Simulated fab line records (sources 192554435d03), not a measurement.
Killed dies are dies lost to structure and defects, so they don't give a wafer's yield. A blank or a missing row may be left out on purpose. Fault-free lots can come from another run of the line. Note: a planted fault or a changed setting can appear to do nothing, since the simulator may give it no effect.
What tool caused it?    flow n5_finfet    Sampling: 10 lots, 28 wafers, 4 of 1938 route steps

## WHAT THE GAUGES SHOWED, per wafer
N5_PMOS_HMC_CHANNEL_EPI_INSPECT_11: inspects for defects (macro).
lot   measured     on                 raw_defect_count
L757  day 2 05:33  defect_inspect-02  2 0 5
L760  day 2 18:47  defect_inspect-02  2 4 2
L764  day 3 17:21  defect_inspect-01  5 2 4
L765  day 3 23:38  defect_inspect-01  2 4
L766  day 4 06:10  defect_inspect-02  1 3 1
L767  day 4 11:47  defect_inspect-01  2 1 1
L770  day 5 07:16  defect_inspect-01  4 1 5
L777  day 6 23:53  defect_inspect-01  3 0 1
L778  day 7 06:22  defect_inspect-02  1 5
L779  day 7 11:21  defect_inspect-02  4 4 0

N5_FIN_SAQP_THK_MEAS_05.
lot   measured     on             thk_nm (nm)
L757  day 2 09:44  film_metro-01  37.7 37.7 38.5
L760  day 2 22:27  film_metro-02  38.5 38.4 39.1
L764  day 3 20:49  film_metro-01  37.3 38.3 38.4
L765  day 4 03:04  film_metro-01  37.6 38.5
L766  day 4 10:57  film_metro-02  38.0 37.4 38.3
L767  day 4 18:53  film_metro-01  45.9 45.7 47.0
L770  day 5 11:01  film_metro-01  45.5 45.7 46.4
L777  day 7 05:13  film_metro-02  37.6 37.4 38.3
L778  day 7 10:46  film_metro-02  38.0 38.7
L779  day 7 16:05  film_metro-01  38.2 37.8 39.1

## EACH LOT AND THE TOOL THAT RAN IT (in order: tool; ch and the chambers of the sampled wafers; start)
lot   N5_PMOS_HMC_CHANNEL_EPI_HM_OPEN_15  N5_FIN_SAQP_HM_DEP_03
L757  rie_diel-02 ch 0,2, day 2 05:47     pecvd-01 ch 0,2, day 2 09:39
L760  rie_diel-05 ch 1,2,3, day 2 19:05   pecvd-04 ch 0,2, day 2 22:22
L764  rie_diel-02 ch 1,2, day 3 17:30     pecvd-03 ch 0,2, day 3 20:44
L765  rie_diel-02 ch 0,1, day 3 23:45     pecvd-01 ch 1,2, day 4 02:58
L766  rie_diel-04 ch 0,1,2, day 4 06:51   pecvd-03 ch 0,1,2, day 4 10:52
L767  rie_diel-04 ch 0,1, day 4 12:51     pecvd-03 ch 0,1,2, day 4 18:48
L770  rie_diel-04 ch 1,2,3, day 5 07:23   pecvd-03 ch 0,1,2, day 5 10:56
L777  rie_diel-05 ch 1,2,3, day 7 00:48   pecvd-01 ch 1,2, day 7 05:08
L778  rie_diel-05 ch 2,3, day 7 06:29     pecvd-01 ch 0,1, day 7 10:41
L779  rie_diel-05 ch 1,3, day 7 11:28     pecvd-04 ch 1,2, day 7 16:00
- N5_PMOS_HMC_CHANNEL_EPI_HM_OPEN_15: chemistry CHF3/O2, target SiO2, target depth 40.6 nm, time 20.3 s.
- N5_FIN_SAQP_HM_DEP_03: deposits SiNx from SiH4/NH3/N2, target thk 38 nm, time 33.6 s.

## AS READ BY THE TOOLS THEMSELVES (means over the sampled wafers that have a number; for cases with no such wafer, the mark the record gives instead)
N5_PMOS_HMC_CHANNEL_EPI_HM_OPEN_15.
lot   tool         drypump_motor_current_A (A)  oes_ar_750_au (a.u.)  oes_product_au (a.u.)  rf_vpp_V (V)  showerhead_plenum_p_Torr (Torr)  throttle_valve_pct (%)
L757  rie_diel-02  5.8                          0.74                  0.74                   521           2.41                             19.19
L760  rie_diel-05  5.5                          0.71                  0.71                   516           2.36                             18.89
L764  rie_diel-02  5.8                          0.75                  0.74                   518           2.47                             19.15
L765  rie_diel-02  5.9                          0.76                  0.75                   526           2.46                             19.05
L766  rie_diel-04  5.5                          0.75                  0.75                   526           2.35                             18.87
L767  rie_diel-04  5.9                          0.69                  0.70                   539           2.31                             19.01
L770  rie_diel-04  5.4                          0.83                  0.84                   524           2.42                             18.85
L777  rie_diel-05  5.5                          0.78                  0.79                   515           2.35                             18.80
L778  rie_diel-05  5.5                          0.83                  0.82                   514           2.35                             18.80
L779  rie_diel-05  5.4                          0.69                  0.69                   518           2.35                             18.99

N5_FIN_SAQP_HM_DEP_03.
lot   tool      heater_power_w (W)  showerhead_plenum_p_Torr (Torr)  throttle_valve_pct (%)
L757  pecvd-01  854                 5.09                             39.1
L760  pecvd-04  749                 5.18                             39.4
L764  pecvd-03  933                 5.19                             37.3
L765  pecvd-01  912                 5.16                             38.7
L766  pecvd-03  874                 5.19                             37.6
L767  pecvd-03  877                 5.19                             37.6
L770  pecvd-03  930                 5.19                             37.7
L777  pecvd-01  891                 5.15                             38.9
L778  pecvd-01  762                 5.12                             39.7
L779  pecvd-04  728                 5.17                             40.9

## THE ANSWER, worked out from the rows above alone
Rule: the usual values come from the lots themselves. The widest of any qualifying gaps counts: lots, ordered by their means at a reading, are off when they make up no more than a third of the lots, leave a main group of 4 or more, and stand apart from it by 3 or more times the standard deviation of that group's means. A main group whose means are all the same, to the digits that the tables above print for the reading, isn't used. A lot without any number at a reading at which 4 lots or more have one is off too. Where the step has rows for the other lots, those lots are counted as sound. After the gauges, taken in route order, come the tools' own readings; for these a lot's mean is taken, as printed above. At the first step where some lot is off, the reading lying furthest off is the one used; lots without a number count as furthest.
Off: L767, L770, at N5_FIN_SAQP_THK_MEAS_05 (thk_nm). For the main group the mean is 38.1 nm and the standard deviation 0.28.
If a tool, at a process step before that reading, ran all the lots that are off and no sound lot after the first of them, it fits. The gauges at N5_FIN_SAQP_THK_MEAS_05 are tried like those tools. 2 tools fit, rie_diel-04 at N5_PMOS_HMC_CHANNEL_EPI_HM_OPEN_15 and pecvd-03 at N5_FIN_SAQP_HM_DEP_03, so this cannot tell which one it is.

## WHAT HAD BEEN PUT IN BY THE SIMULATOR
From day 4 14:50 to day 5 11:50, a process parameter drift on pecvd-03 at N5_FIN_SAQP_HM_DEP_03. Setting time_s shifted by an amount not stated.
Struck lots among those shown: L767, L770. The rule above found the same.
